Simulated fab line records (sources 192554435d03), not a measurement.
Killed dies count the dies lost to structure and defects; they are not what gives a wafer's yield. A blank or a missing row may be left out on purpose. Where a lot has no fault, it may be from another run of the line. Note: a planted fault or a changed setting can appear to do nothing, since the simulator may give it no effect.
fab line records || flow n5-finfet || part 2 of 2: steps 24 to 33 of 33
[record] {"lots": 5, "wafers": 15, "last-day": 17}
route steps=1938 shown BEOL_M6@1247 BEOL_M7@1263
lots that met no fault: taken from a fault-free run of the same line
start-h: start of the lot's first displayed wafer, in hours after the record's first day || wait-h: time in hours since the lot's previous step || " as in the row above || L1.1+2: a row that stands for several wafers || - either no value or no given start || * or withheld: withheld || < > ~ a bound
route shown NAME@n: NAME is a module with steps in the file, n the number in the route of the first one || usual: the fault-free wafers' mean and standard deviation || same: alike in all rows || chamber/n: place in a boat || sites: readings site by site || _std_site: how widely they spread, as a standard deviation || _edge_site: outer sites' mean less inner sites' || radius-mm: for every site, how far away it sits from the centre of the wafer || mask NAME#n: copy n || behind: the tool/chamber that last shaped the wafer || hold: why the lot went on hold/how many hours it stayed there/how the hold came to an end || device: which transistor (n, p or np) failed to switch || end of line: at the end of the route, the tests of the same wafers || a step with no rows: only its recipe || killed: the dies lost at the first sort to structure and to defects; this is not the yield of the wafer || map: a wafer's dies, marking killed ones x, the rest . and places with no die _
set.NAME: the run value of the setting; set.NAME@STEP: its run value at that earlier step || model.NAME: the simulator's own value behind a step, which no gauge read
lots at some steps of the route; a table a step, a row a wafer
services: a tool's chamber out of use, with start hour (start-h, from the record's first day; less than 0 if before it), hours out, and reason
[[steps]]
[step N5_BEOL_M7_COAT_05]
[recipe] {"resist": "CAR-ArF", "spin-rpm": 1500, "resist-thk-nm": 90}
[usual] {"dispense-pressure-kPa": "53.2/1.9"}
{"lot.wafer": "L080.1", "tool": "litho-track-03", "chamber": 0, "start-h": "-", "wait-h": "-", "dispense-pressure-kPa": 54.3}
{"lot.wafer": "L080.4", "tool": "litho-track-03", "chamber": 0, "start-h": "-", "wait-h": "-", "dispense-pressure-kPa": 54.3}
{"lot.wafer": "L080.5", "tool": "litho-track-03", "chamber": 0, "start-h": "-", "wait-h": "-", "dispense-pressure-kPa": 54.3}
{"lot.wafer": "L082.2", "tool": "litho-track-05", "chamber": 0, "start-h": "-", "wait-h": "-", "dispense-pressure-kPa": 51.0}
{"lot.wafer": "L082.3", "tool": "litho-track-05", "chamber": 0, "start-h": "-", "wait-h": "-", "dispense-pressure-kPa": 50.9}
{"lot.wafer": "L082.6", "tool": "litho-track-05", "chamber": 0, "start-h": "-", "wait-h": "-", "dispense-pressure-kPa": 50.9}
{"lot.wafer": "L081.1", "tool": "litho-track-02", "chamber": 0, "start-h": "-", "wait-h": "-", "dispense-pressure-kPa": 55.2}
{"lot.wafer": "L081.5", "tool": "litho-track-02", "chamber": 0, "start-h": "-", "wait-h": "-", "dispense-pressure-kPa": 55.2}
{"lot.wafer": "L081.6", "tool": "litho-track-02", "chamber": 0, "start-h": "-", "wait-h": "-", "dispense-pressure-kPa": 55.2}
{"lot.wafer": "L090.2", "tool": "litho-track-03", "chamber": 0, "start-h": "-", "wait-h": "-", "dispense-pressure-kPa": 54.3}
{"lot.wafer": "L090.3", "tool": "litho-track-03", "chamber": 0, "start-h": "-", "wait-h": "-", "dispense-pressure-kPa": 54.3}
{"lot.wafer": "L090.6", "tool": "litho-track-03", "chamber": 0, "start-h": "-", "wait-h": "-", "dispense-pressure-kPa": 54.3}
{"lot.wafer": "L095.2", "tool": "litho-track-03", "chamber": 0, "start-h": "-", "wait-h": "-", "dispense-pressure-kPa": 54.4}
{"lot.wafer": "L095.3", "tool": "litho-track-03", "chamber": 0, "start-h": "-", "wait-h": "-", "dispense-pressure-kPa": 54.3}
{"lot.wafer": "L095.5", "tool": "litho-track-03", "chamber": 0, "start-h": "-", "wait-h": "-", "dispense-pressure-kPa": 54.3}
[step N5_BEOL_M7_EBR_07]
[recipe] {"solvent": "PGMEA", "ebr-width-mm": 1.5}
{"lot.wafer": "L080.1+4+5", "tool": "litho-track-03", "chamber": 0, "start-h": "-", "wait-h": "-"}
{"lot.wafer": "L082.2+3+6", "tool": "litho-track-05", "chamber": 0, "start-h": "-", "wait-h": "-"}
{"lot.wafer": "L081.1+5+6", "tool": "litho-track-02", "chamber": 0, "start-h": "-", "wait-h": "-"}
{"lot.wafer": "L090.2+3+6", "tool": "litho-track-03", "chamber": 0, "start-h": "-", "wait-h": "-"}
{"lot.wafer": "L095.2+3+5", "tool": "litho-track-03", "chamber": 0, "start-h": "-", "wait-h": "-"}
[step N5_BEOL_M7_SOFTBAKE_06]
[recipe] {"temp-c": 110, "time-s": 60, "resist": "CAR-ArF"}
[usual] {"plate-temp-C": "110.00/0.13"}
{"lot.wafer": "L080.1", "tool": "litho-track-03", "chamber": 0, "start-h": "-", "wait-h": "-", "plate-temp-C": 109.93}
{"lot.wafer": "L080.4", "tool": "litho-track-03", "chamber": 0, "start-h": "-", "wait-h": "-", "plate-temp-C": 109.98}
{"lot.wafer": "L080.5", "tool": "litho-track-03", "chamber": 0, "start-h": "-", "wait-h": "-", "plate-temp-C": 109.95}
{"lot.wafer": "L082.2", "tool": "litho-track-05", "chamber": 0, "start-h": "-", "wait-h": "-", "plate-temp-C": 110.09}
{"lot.wafer": "L082.3", "tool": "litho-track-05", "chamber": 0, "start-h": "-", "wait-h": "-", "plate-temp-C": 110.05}
{"lot.wafer": "L082.6", "tool": "litho-track-05", "chamber": 0, "start-h": "-", "wait-h": "-", "plate-temp-C": 110.11}
{"lot.wafer": "L081.1", "tool": "litho-track-02", "chamber": 0, "start-h": "-", "wait-h": "-", "plate-temp-C": 110.05}
{"lot.wafer": "L081.5", "tool": "litho-track-02", "chamber": 0, "start-h": "-", "wait-h": "-", "plate-temp-C": 109.92}
{"lot.wafer": "L081.6", "tool": "litho-track-02", "chamber": 0, "start-h": "-", "wait-h": "-", "plate-temp-C": 110.09}
{"lot.wafer": "L090.2", "tool": "litho-track-03", "chamber": 0, "start-h": "-", "wait-h": "-", "plate-temp-C": 109.95}
{"lot.wafer": "L090.3", "tool": "litho-track-03", "chamber": 0, "start-h": "-", "wait-h": "-", "plate-temp-C": 109.92}
{"lot.wafer": "L090.6", "tool": "litho-track-03", "chamber": 0, "start-h": "-", "wait-h": "-", "plate-temp-C": 109.98}
{"lot.wafer": "L095.2", "tool": "litho-track-03", "chamber": 0, "start-h": "-", "wait-h": "-", "plate-temp-C": 109.95}
{"lot.wafer": "L095.3", "tool": "litho-track-03", "chamber": 0, "start-h": "-", "wait-h": "-", "plate-temp-C": 110.10}
{"lot.wafer": "L095.5", "tool": "litho-track-03", "chamber": 0, "start-h": "-", "wait-h": "-", "plate-temp-C": 109.82}
[step N5_BEOL_M7_EXPOSE_08]
[recipe] {"mask-id": "M7", "na": 1.35, "source-shape": "dipole", "sigma-inner": 0.817, "sigma-outer": 0.97, "polarization": "te", "dose-mj": 68.25}
[usual] {"exposure-dose-mJ-cm2": "68.7/0.61", "stage-vel-mm-s": "499.90/0.26"}
[same] {"dipole-opening-deg": 35, "na": 1.35, "sigma-inner": 0.817}
{"lot.wafer": "L080.1", "tool": "arfi-scanner-02", "chamber": 0, "start-h": 223.17, "wait-h": "-", "mask": "M7#0", "exposure-dose-mJ-cm2": 69.4, "stage-vel-mm-s": 499.73}
{"lot.wafer": "L080.4", "tool": "arfi-scanner-02", "chamber": 0, "start-h": 223.17, "wait-h": "-", "mask": "M7#0", "exposure-dose-mJ-cm2": 69.4, "stage-vel-mm-s": 499.96}
{"lot.wafer": "L080.5", "tool": "arfi-scanner-02", "chamber": 0, "start-h": 223.17, "wait-h": "-", "mask": "M7#0", "exposure-dose-mJ-cm2": 69.4, "stage-vel-mm-s": 499.96}
{"lot.wafer": "L082.2", "tool": "arfi-scanner-02", "chamber": 0, "start-h": 224.11, "wait-h": "-", "mask": "M7#0", "exposure-dose-mJ-cm2": 69.4, "stage-vel-mm-s": 500.10}
{"lot.wafer": "L082.3", "tool": "arfi-scanner-02", "chamber": 0, "start-h": 224.11, "wait-h": "-", "mask": "M7#0", "exposure-dose-mJ-cm2": 69.4, "stage-vel-mm-s": 500.03}
{"lot.wafer": "L082.6", "tool": "arfi-scanner-02", "chamber": 0, "start-h": 224.11, "wait-h": "-", "mask": "M7#0", "exposure-dose-mJ-cm2": 69.5, "stage-vel-mm-s": 499.45}
{"lot.wafer": "L081.1", "tool": "arfi-scanner-01", "chamber": 0, "start-h": 226.25, "wait-h": "-", "mask": "M7#0", "exposure-dose-mJ-cm2": 68.3, "stage-vel-mm-s": 500.27}
{"lot.wafer": "L081.5", "tool": "arfi-scanner-01", "chamber": 0, "start-h": 226.25, "wait-h": "-", "mask": "M7#0", "exposure-dose-mJ-cm2": 68.3, "stage-vel-mm-s": 500.28}
{"lot.wafer": "L081.6", "tool": "arfi-scanner-01", "chamber": 0, "start-h": 226.25, "wait-h": "-", "mask": "M7#0", "exposure-dose-mJ-cm2": 68.2, "stage-vel-mm-s": 500.32}
{"lot.wafer": "L090.2", "tool": "arfi-scanner-02", "chamber": 0, "start-h": 286.43, "wait-h": "-", "mask": "M7#0", "exposure-dose-mJ-cm2": 69.4, "stage-vel-mm-s": 499.98}
{"lot.wafer": "L090.3", "tool": "arfi-scanner-02", "chamber": 0, "start-h": 286.43, "wait-h": "-", "mask": "M7#0", "exposure-dose-mJ-cm2": 69.5, "stage-vel-mm-s": 499.85}
{"lot.wafer": "L090.6", "tool": "arfi-scanner-02", "chamber": 0, "start-h": 286.43, "wait-h": "-", "mask": "M7#0", "exposure-dose-mJ-cm2": 69.4, "stage-vel-mm-s": 499.82}
{"lot.wafer": "L095.2", "tool": "arfi-scanner-02", "chamber": 0, "start-h": 314.99, "wait-h": "-", "mask": "M7#0", "exposure-dose-mJ-cm2": 69.5, "stage-vel-mm-s": 500.05}
{"lot.wafer": "L095.3", "tool": "arfi-scanner-02", "chamber": 0, "start-h": 314.99, "wait-h": "-", "mask": "M7#0", "exposure-dose-mJ-cm2": 69.5, "stage-vel-mm-s": 499.68}
{"lot.wafer": "L095.5", "tool": "arfi-scanner-02", "chamber": 0, "start-h": 314.99, "wait-h": "-", "mask": "M7#0", "exposure-dose-mJ-cm2": 69.4, "stage-vel-mm-s": 499.73}
[step N5_BEOL_M7_PEB_09]
[recipe] {"peb-temp-c": "withheld", "peb-time-s": 60, "resist": "CAR-ArF"}
{"lot.wafer": "L080.1+4+5", "tool": "litho-track-03", "chamber": 0, "start-h": 223.24, "wait-h": 0.1}
{"lot.wafer": "L082.2+3+6", "tool": "litho-track-02", "chamber": 0, "start-h": 224.16, "wait-h": 0.0}
{"lot.wafer": "L081.1+5+6", "tool": "litho-track-02", "chamber": 0, "start-h": 226.31, "wait-h": 0.1}
{"lot.wafer": "L090.2+3+6", "tool": "litho-track-03", "chamber": 0, "start-h": 286.48, "wait-h": 0.0}
{"lot.wafer": "L095.2+3+5", "tool": "litho-track-02", "chamber": 0, "start-h": 315.04, "wait-h": 0.0}
[step N5_BEOL_M7_DEVELOP_10]
[recipe] {"develop-time-s": 30, "developer": "TMAH", "resist": "CAR-ArF", "rinse-liquid": "diw", "dry": "air-spin", "dev-temp-c": 23}
{"lot.wafer": "L080.1+4+5", "tool": "litho-track-03", "chamber": 0, "start-h": "-", "wait-h": "-"}
{"lot.wafer": "L082.2+3+6", "tool": "litho-track-02", "chamber": 0, "start-h": "-", "wait-h": "-"}
{"lot.wafer": "L081.1+5+6", "tool": "litho-track-02", "chamber": 0, "start-h": "-", "wait-h": "-"}
{"lot.wafer": "L090.2+3+6", "tool": "litho-track-03", "chamber": 0, "start-h": "-", "wait-h": "-"}
{"lot.wafer": "L095.2+3+5", "tool": "litho-track-02", "chamber": 0, "start-h": "-", "wait-h": "-"}
[step N5_BEOL_M7_CD_MEAS_11]
[recipe] {"target-cd-nm": 38.5, "landing-energy-ev": 500, "detector": "se-inlens", "polarity": "opening"}
[usual] {"cd-nm": "38.6/0.49"}
{"lot.wafer": "L080.1", "tool": "cd-sem-03", "chamber": 0, "start-h": 223.30, "wait-h": "-", "cd-nm": 38.7}
{"lot.wafer": "L080.4", "tool": "cd-sem-03", "chamber": 0, "start-h": 223.30, "wait-h": "-", "cd-nm": 39.5}
{"lot.wafer": "L080.5", "tool": "cd-sem-03", "chamber": 0, "start-h": 223.30, "wait-h": "-", "cd-nm": 39.6}
{"lot.wafer": "L082.2", "tool": "cd-sem-03", "chamber": 0, "start-h": 224.23, "wait-h": "-", "cd-nm": 39.1}
{"lot.wafer": "L082.3", "tool": "cd-sem-03", "chamber": 0, "start-h": 224.23, "wait-h": "-", "cd-nm": 38.3}
{"lot.wafer": "L082.6", "tool": "cd-sem-03", "chamber": 0, "start-h": 224.23, "wait-h": "-", "cd-nm": 38.1}
{"lot.wafer": "L081.1", "tool": "cd-sem-02", "chamber": 0, "start-h": 226.38, "wait-h": "-", "cd-nm": 38.4}
{"lot.wafer": "L081.5", "tool": "cd-sem-02", "chamber": 0, "start-h": 226.38, "wait-h": "-", "cd-nm": 38.9}
{"lot.wafer": "L081.6", "tool": "cd-sem-02", "chamber": 0, "start-h": 226.38, "wait-h": "-", "cd-nm": 39.1}
{"lot.wafer": "L090.2", "tool": "cd-sem-02", "chamber": 0, "start-h": 286.55, "wait-h": "-", "cd-nm": 38.7}
{"lot.wafer": "L090.3", "tool": "cd-sem-02", "chamber": 0, "start-h": 286.55, "wait-h": "-", "cd-nm": 39.4}
{"lot.wafer": "L090.6", "tool": "cd-sem-02", "chamber": 0, "start-h": 286.55, "wait-h": "-", "cd-nm": 38.7}
{"lot.wafer": "L095.2", "tool": "cd-sem-02", "chamber": 0, "start-h": 315.11, "wait-h": "-", "cd-nm": 38.4}
{"lot.wafer": "L095.3", "tool": "cd-sem-02", "chamber": 0, "start-h": 315.11, "wait-h": "-", "cd-nm": 38.2}
{"lot.wafer": "L095.5", "tool": "cd-sem-02", "chamber": 0, "start-h": 315.11, "wait-h": "-", "cd-nm": 38.9}
[step N5_BEOL_M7_OVL_MEAS_12]
[recipe] {"points-per-wafer": 44}
[usual] {"M7_OVL": "0.2/0.85"}
{"lot.wafer": "L080.1", "tool": "overlay-01", "chamber": 0, "start-h": 223.33, "wait-h": 0.0, "M7_OVL[nm]": 2.0}
{"lot.wafer": "L080.4", "tool": "overlay-01", "chamber": 0, "start-h": 223.33, "wait-h": 0.0, "M7_OVL[nm]": 0.4}
{"lot.wafer": "L080.5", "tool": "overlay-01", "chamber": 0, "start-h": 223.33, "wait-h": 0.0, "M7_OVL[nm]": 0.6}
{"lot.wafer": "L082.2", "tool": "overlay-01", "chamber": 0, "start-h": 224.26, "wait-h": 0.0, "M7_OVL[nm]": -0.8}
{"lot.wafer": "L082.3", "tool": "overlay-01", "chamber": 0, "start-h": 224.26, "wait-h": 0.0, "M7_OVL[nm]": -0.1}
{"lot.wafer": "L082.6", "tool": "overlay-01", "chamber": 0, "start-h": 224.26, "wait-h": 0.0, "M7_OVL[nm]": 0.0}
{"lot.wafer": "L081.1", "tool": "overlay-02", "chamber": 0, "start-h": 226.41, "wait-h": 0.0, "M7_OVL[nm]": 1.2}
{"lot.wafer": "L081.5", "tool": "overlay-02", "chamber": 0, "start-h": 226.41, "wait-h": 0.0, "M7_OVL[nm]": 0.8}
{"lot.wafer": "L081.6", "tool": "overlay-02", "chamber": 0, "start-h": 226.41, "wait-h": 0.0, "M7_OVL[nm]": 1.2}
{"lot.wafer": "L090.2", "tool": "overlay-02", "chamber": 0, "start-h": 286.58, "wait-h": 0.0, "M7_OVL[nm]": -0.5}
{"lot.wafer": "L090.3", "tool": "overlay-02", "chamber": 0, "start-h": 286.58, "wait-h": 0.0, "M7_OVL[nm]": -0.3}
{"lot.wafer": "L090.6", "tool": "overlay-02", "chamber": 0, "start-h": 286.58, "wait-h": 0.0, "M7_OVL[nm]": 0.0}
{"lot.wafer": "L095.2", "tool": "overlay-01", "chamber": 0, "start-h": 315.14, "wait-h": 0.0, "M7_OVL[nm]": 0.3}
{"lot.wafer": "L095.3", "tool": "overlay-01", "chamber": 0, "start-h": 315.14, "wait-h": 0.0, "M7_OVL[nm]": 1.5}
{"lot.wafer": "L095.5", "tool": "overlay-01", "chamber": 0, "start-h": 315.14, "wait-h": 0.0, "M7_OVL[nm]": 0.6}
[step N5_BEOL_M7_INSPECT_13]
[recipe] {"mode": "adi", "inspect-instrument": "brightfield"}
[usual] {"raw-defect-count": "442/110"}
{"lot.wafer": "L080.1", "tool": "defect-inspect-01", "chamber": "-", "start-h": 223.36, "wait-h": 0.0, "raw-defect-count": 324}
{"lot.wafer": "L080.4", "tool": "defect-inspect-01", "chamber": "-", "start-h": 223.36, "wait-h": 0.0, "raw-defect-count": 320}
{"lot.wafer": "L080.5", "tool": "defect-inspect-01", "chamber": "-", "start-h": 223.36, "wait-h": 0.0, "raw-defect-count": 367}
{"lot.wafer": "L082.2", "tool": "defect-inspect-01", "chamber": "-", "start-h": 224.28, "wait-h": 0.0, "raw-defect-count": 360}
{"lot.wafer": "L082.3", "tool": "defect-inspect-01", "chamber": "-", "start-h": 224.28, "wait-h": 0.0, "raw-defect-count": 316}
{"lot.wafer": "L082.6", "tool": "defect-inspect-01", "chamber": "-", "start-h": 224.28, "wait-h": 0.0, "raw-defect-count": 419}
{"lot.wafer": "L081.1", "tool": "defect-inspect-02", "chamber": "-", "start-h": 226.43, "wait-h": 0.0, "raw-defect-count": 377}
{"lot.wafer": "L081.5", "tool": "defect-inspect-02", "chamber": "-", "start-h": 226.43, "wait-h": 0.0, "raw-defect-count": 336}
{"lot.wafer": "L081.6", "tool": "defect-inspect-02", "chamber": "-", "start-h": 226.43, "wait-h": 0.0, "raw-defect-count": 327}
{"lot.wafer": "L090.2", "tool": "defect-inspect-02", "chamber": "-", "start-h": 286.60, "wait-h": 0.0, "raw-defect-count": 439}
{"lot.wafer": "L090.3", "tool": "defect-inspect-02", "chamber": "-", "start-h": 286.60, "wait-h": 0.0, "raw-defect-count": 393}
{"lot.wafer": "L090.6", "tool": "defect-inspect-02", "chamber": "-", "start-h": 286.60, "wait-h": 0.0, "raw-defect-count": 477}
{"lot.wafer": "L095.2", "tool": "defect-inspect-02", "chamber": "-", "start-h": 315.16, "wait-h": 0.0, "raw-defect-count": 541}
{"lot.wafer": "L095.3", "tool": "defect-inspect-02", "chamber": "-", "start-h": 315.16, "wait-h": 0.0, "raw-defect-count": 387}
{"lot.wafer": "L095.5", "tool": "defect-inspect-02", "chamber": "-", "start-h": 315.16, "wait-h": 0.0, "raw-defect-count": 277}
[step N5_BEOL_M7_DESCUM_16]
[recipe] {"chemistry": "O2", "time-s": 7.9, "source-power-w": 50, "bias-power-w": 20, "pressure-mtorr": 20, "rf-frequency-hz": 2.712e+07, "temp-c": 40, "resist": "CAR-ArF", "o2-flow-sccm": 225}
[usual] {"drypump-motor-current-A": "5.8/0.5", "oes-product-au": "0.77/0.079", "rf-vpp-V": "243.7/1.2", "showerhead-plenum-p-Torr": "2.13/0.062", "throttle-valve-pct": "20.38/0.19"}
{"lot.wafer": "L080.1", "tool": "rie-diel-03", "chamber": 1, "start-h": 223.40, "wait-h": 0.0, "drypump-motor-current-A": 6.1, "oes-product-au": 0.74, "rf-hours-counter-h": 180, "rf-vpp-V": 244.6, "showerhead-plenum-p-Torr": 2.16, "throttle-valve-pct": 20.41}
{"lot.wafer": "L080.4", "tool": "rie-diel-03", "chamber": 2, "start-h": 223.40, "wait-h": 0.0, "drypump-motor-current-A": 4.9, "oes-product-au": 0.88, "rf-hours-counter-h": 24, "rf-vpp-V": 242.8, "showerhead-plenum-p-Torr": 2.03, "throttle-valve-pct": 20.08}
{"lot.wafer": "L080.5", "tool": "rie-diel-03", "chamber": 2, "start-h": 223.40, "wait-h": 0.0, "drypump-motor-current-A": 4.9, "oes-product-au": 0.89, "rf-hours-counter-h": "-", "rf-vpp-V": 241.4, "showerhead-plenum-p-Torr": 2.03, "throttle-valve-pct": 20.09}
{"lot.wafer": "L082.2", "tool": "rie-diel-03", "chamber": 3, "start-h": 224.68, "wait-h": 0.4, "drypump-motor-current-A": 5.9, "oes-product-au": 0.71, "rf-hours-counter-h": 191, "rf-vpp-V": 242.5, "showerhead-plenum-p-Torr": 2.17, "throttle-valve-pct": 20.67}
{"lot.wafer": "L082.3", "tool": "rie-diel-03", "chamber": 0, "start-h": 224.68, "wait-h": 0.4, "drypump-motor-current-A": 6.8, "oes-product-au": 0.76, "rf-hours-counter-h": 133, "rf-vpp-V": 242.2, "showerhead-plenum-p-Torr": 2.10, "throttle-valve-pct": 20.54}
{"lot.wafer": "L082.6", "tool": "rie-diel-03", "chamber": 0, "start-h": 224.68, "wait-h": 0.4, "drypump-motor-current-A": 6.7, "oes-product-au": 0.75, "rf-hours-counter-h": "-", "rf-vpp-V": 242.7, "showerhead-plenum-p-Torr": 2.11, "throttle-valve-pct": 20.52}
{"lot.wafer": "L081.1", "tool": "rie-diel-01", "chamber": 2, "start-h": 226.46, "wait-h": 0.0, "drypump-motor-current-A": 5.7, "oes-product-au": 0.71, "rf-hours-counter-h": 210, "rf-vpp-V": 244.5, "showerhead-plenum-p-Torr": 2.16, "throttle-valve-pct": 20.15}
{"lot.wafer": "L081.5", "tool": "rie-diel-01", "chamber": 0, "start-h": 226.46, "wait-h": 0.0, "drypump-motor-current-A": 5.8, "oes-product-au": 0.89, "rf-hours-counter-h": "-", "rf-vpp-V": 244.8, "showerhead-plenum-p-Torr": 2.11, "throttle-valve-pct": 20.27}
{"lot.wafer": "L081.6", "tool": "rie-diel-01", "chamber": 3, "start-h": 226.46, "wait-h": 0.0, "drypump-motor-current-A": 6.3, "oes-product-au": 0.72, "rf-hours-counter-h": "-", "rf-vpp-V": 242.9, "showerhead-plenum-p-Torr": 2.09, "throttle-valve-pct": 20.49}
{"lot.wafer": "L090.2", "tool": "rie-diel-03", "chamber": 2, "start-h": 286.82, "wait-h": 0.2, "drypump-motor-current-A": 4.9, "oes-product-au": 0.84, "rf-hours-counter-h": 46, "rf-vpp-V": 242.1, "showerhead-plenum-p-Torr": 2.03, "throttle-valve-pct": 20.11}
{"lot.wafer": "L090.3", "tool": "rie-diel-03", "chamber": 0, "start-h": 286.82, "wait-h": 0.2, "drypump-motor-current-A": 6.7, "oes-product-au": 0.74, "rf-hours-counter-h": 151, "rf-vpp-V": 243.1, "showerhead-plenum-p-Torr": 2.10, "throttle-valve-pct": 20.55}
{"lot.wafer": "L090.6", "tool": "rie-diel-03", "chamber": 1, "start-h": 286.82, "wait-h": 0.2, "drypump-motor-current-A": 6.1, "oes-product-au": 0.71, "rf-hours-counter-h": "-", "rf-vpp-V": 243.9, "showerhead-plenum-p-Torr": 2.15, "throttle-valve-pct": 20.45}
{"lot.wafer": "L095.2", "tool": "rie-diel-03", "chamber": 1, "start-h": 315.20, "wait-h": 0.0, "drypump-motor-current-A": 6.1, "oes-product-au": 0.71, "rf-hours-counter-h": 211, "rf-vpp-V": 244.1, "showerhead-plenum-p-Torr": 2.14, "throttle-valve-pct": 20.46}
{"lot.wafer": "L095.3", "tool": "rie-diel-03", "chamber": 3, "start-h": 315.20, "wait-h": 0.0, "drypump-motor-current-A": 5.9, "oes-product-au": 0.69, "rf-hours-counter-h": 217, "rf-vpp-V": 243.9, "showerhead-plenum-p-Torr": 2.16, "throttle-valve-pct": 20.72}
{"lot.wafer": "L095.5", "tool": "rie-diel-03", "chamber": 0, "start-h": 315.20, "wait-h": 0.0, "drypump-motor-current-A": 6.7, "oes-product-au": 0.71, "rf-hours-counter-h": "-", "rf-vpp-V": 243.2, "showerhead-plenum-p-Torr": 2.09, "throttle-valve-pct": 20.56}
[[services]]
{"tool": "cmp-04", "chamber": "-", "start-h": 198.53, "hours": 0.2, "kind": "repair"}
{"tool": "cmp-02", "chamber": "-", "start-h": 200.12, "hours": 5.6, "kind": "pm"}
{"tool": "arfi-scanner-02", "chamber": "-", "start-h": 215.06, "hours": 0.8, "kind": "pm"}
{"tool": "uv-cure-01", "chamber": "-", "start-h": 217.77, "hours": 2.1, "kind": "pm"}
{"tool": "cvd-co-02", "chamber": "-", "start-h": 218.36, "hours": 0.3, "kind": "repair"}
{"tool": "pecvd-02", "chamber": 1, "start-h": 220.64, "hours": 5.0, "kind": "repair"}
{"tool": "uv-cure-02", "chamber": "-", "start-h": 221.96, "hours": 3.4, "kind": "pm"}
{"tool": "cmp-02", "chamber": "-", "start-h": 224.03, "hours": 4.0, "kind": "pm"}
{"tool": "cmp-04", "chamber": "-", "start-h": 233.49, "hours": 3.8, "kind": "repair"}
{"tool": "rie-diel-03", "chamber": "-", "start-h": 236.51, "hours": 0.3, "kind": "repair"}
{"tool": "pecvd-01", "chamber": "-", "start-h": 246.76, "hours": 2.8, "kind": "pm"}
{"tool": "arfi-scanner-02", "chamber": "-", "start-h": 247.45, "hours": 1.0, "kind": "pm"}
{"tool": "uv-cure-01", "chamber": "-", "start-h": 249.88, "hours": 0.8, "kind": "repair"}
{"tool": "rie-diel-03", "chamber": 0, "start-h": 253.64, "hours": 2.0, "kind": "repair"}
{"tool": "ald-metal-02", "chamber": "-", "start-h": 274.06, "hours": 0.6, "kind": "repair"}
{"tool": "pecvd-01", "chamber": 0, "start-h": 274.91, "hours": 19.8, "kind": "repair"}
{"tool": "uv-cure-01", "chamber": "-", "start-h": 277.81, "hours": 1.0, "kind": "repair"}
{"tool": "ecd-cu-01", "chamber": "-", "start-h": 277.97, "hours": 0.3, "kind": "repair"}
{"tool": "arfi-scanner-02", "chamber": "-", "start-h": 279.47, "hours": 1.3, "kind": "pm"}
{"tool": "rie-diel-03", "chamber": 3, "start-h": 285.32, "hours": 6.0, "kind": "repair"}
{"tool": "uv-cure-01", "chamber": "-", "start-h": 291.28, "hours": 2.8, "kind": "pm"}
{"tool": "uv-cure-03", "chamber": "-", "start-h": 296.03, "hours": 1.0, "kind": "repair"}
{"tool": "cvd-co-02", "chamber": "-", "start-h": 300.13, "hours": 3.4, "kind": "repair"}
{"tool": "arfi-scanner-02", "chamber": "-", "start-h": 307.75, "hours": 4.8, "kind": "pm"}
